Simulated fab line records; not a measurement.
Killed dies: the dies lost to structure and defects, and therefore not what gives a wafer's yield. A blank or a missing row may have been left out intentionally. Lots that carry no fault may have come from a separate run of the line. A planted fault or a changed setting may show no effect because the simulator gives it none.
A struck lot beside a sound one ; flow nand harc ; 14 steps out of a route of 1302
Sound: the wafers L919.1, L919.3, L919.4. Wafers struck: L918.1, L918.2, L918.5. The cause is given at the end.
For every step that has rows: the tool of each side, followed by ch and its chambers, followed by its first start. Under that, the readings that differ: sound wafers ; struck wafers ; difference of the means ; sigmas: that difference in standard deviations of wafers without a fault.
alike: words and numbers the same on both sides, and readings whose means are apart by under 2 such deviations; not compared: readings that were withheld, readings missing a value for some wafer, numbers with overlapping values and no deviation given by the record, and bounds like >300 which may hide the same value.
Wherever a step has rows on one side only, a row that says differs or no value, or a row with sigmas, the two part there. Numbers that have no deviation but don't overlap get no sigmas and don't part them. Lack of a reading on every wafer of one side parts them only where that side has two or more wafers.

NHARC_P_CONTACT_PVD_32: deposits Ti, target thk 5 nm, time 17.7 s.
  sound on pvd sputter-03; struck on pvd sputter-02
  alike: cathode dc power W, throttle valve pct
NHARC_P_CONTACT_ALD_22: deposits TiN, target thk 3 nm, pulse time 1 s, ald cycles 150.
  sound on ald metal-02 ch 0,1,2, day 11 10:08; struck on ald metal-04 ch 1,2, day 10 20:20
  alike: heater power w, precursor pulse height rel
NHARC_P_CONTACT_CVD_23: deposits W, target thk 200 nm, time 557 s.
  sound: cvd w-02 ch 0,1; struck: cvd w-02 ch 0,1
  alike: heater power w, throttle valve pct
NHARC_P_CONTACT_CMP_24: polishes, t overpolish 30 s, target thk 200 nm.
  sound on cmp-04 ch 1,2,3, day 11 11:01; struck on cmp-03 ch 0,3, day 10 21:12
  alike: edge zone pressure frac, motor current A, overpolish run s, time to endpoint s
  not compared: pad life wafers
next, for these wafers, 1 step has no rows: NHARC_P_CONTACT_SRD_26.
NHARC_P_CONTACT_INSPECT_27:
  struck on defect inspect-01, day 10 21:37; sound on defect inspect-01, day 11 11:23
  alike: raw defect count
then, 5 steps without rows for these wafers: NHARC_P_M0_DEP_00 (deposits SiOC, target thk 150 nm); NHARC_P_M0_DEHYDRATE_01 (time 120 s); NHARC_P_M0_HMDS_02 (time 30 s); NHARC_P_M0_COAT_33 (time 65 s); NHARC_P_M0_COAT_03 (resist thk 90 nm).
NHARC_P_M0_SOFTBAKE_04: time 55 s.
  sound on litho track-01 ch 0, day 11 11:00; struck on litho track-06 ch 0, day 10 22:00
reading;sound;struck;difference;sigmas
heater power total W (W);188.44 188.39 188.51;175.30 175.15 175.42;-13.16;-99 or more
next, for these wafers, 1 step has no rows: NHARC_P_M0_EBR_05.
-- jump in the record: it breaks off in module P_M0 and resumes in module END (first step shown: number 1302 of the route), and 19 days separate the struck wafers' starts before and after --
NHARC_END_SORT_01:
  sound on prober-01 ch 0, day 29 19:38; struck on prober-02 ch 0, day 29 19:37
reading;sound;struck;difference;sigmas
defect limited yield (%);95.9 95.6 93.5;87.7 86.9 87.3;-7.7;-3
killed at array;19 24 26;76 85 81;+58;+3
killed at periphery;9 6 18;5 3 5;-7;-3
killed dies;28 30 44;83 89 86;+52;+3
sort_bin_2_pct (%);1.3 1.9 1.3;4.4 6.6 4.4;+3.6;+3
sort_bin_4_pct (%);2.8 2.5 4.6;7.4 5.8 6.9;+3.4;+2
sort n pass;649 647 633;594 588 591;-52;-3
sort yield pct (%);95.9 95.6 93.5;87.7 86.9 87.3;-7.7;-3
  alike: killed at other, killed open, killed short, sort_bin_3_pct, sort rim yield pct

WHERE THEY PART
Last at NHARC_END_SORT_01 as far as this record goes, first at NHARC_P_M0_SOFTBAKE_04.

WHY: what had been put in by the simulator
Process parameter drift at NHARC_P_M0_SOFTBAKE_04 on litho track-06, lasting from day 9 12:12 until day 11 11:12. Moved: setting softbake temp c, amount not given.
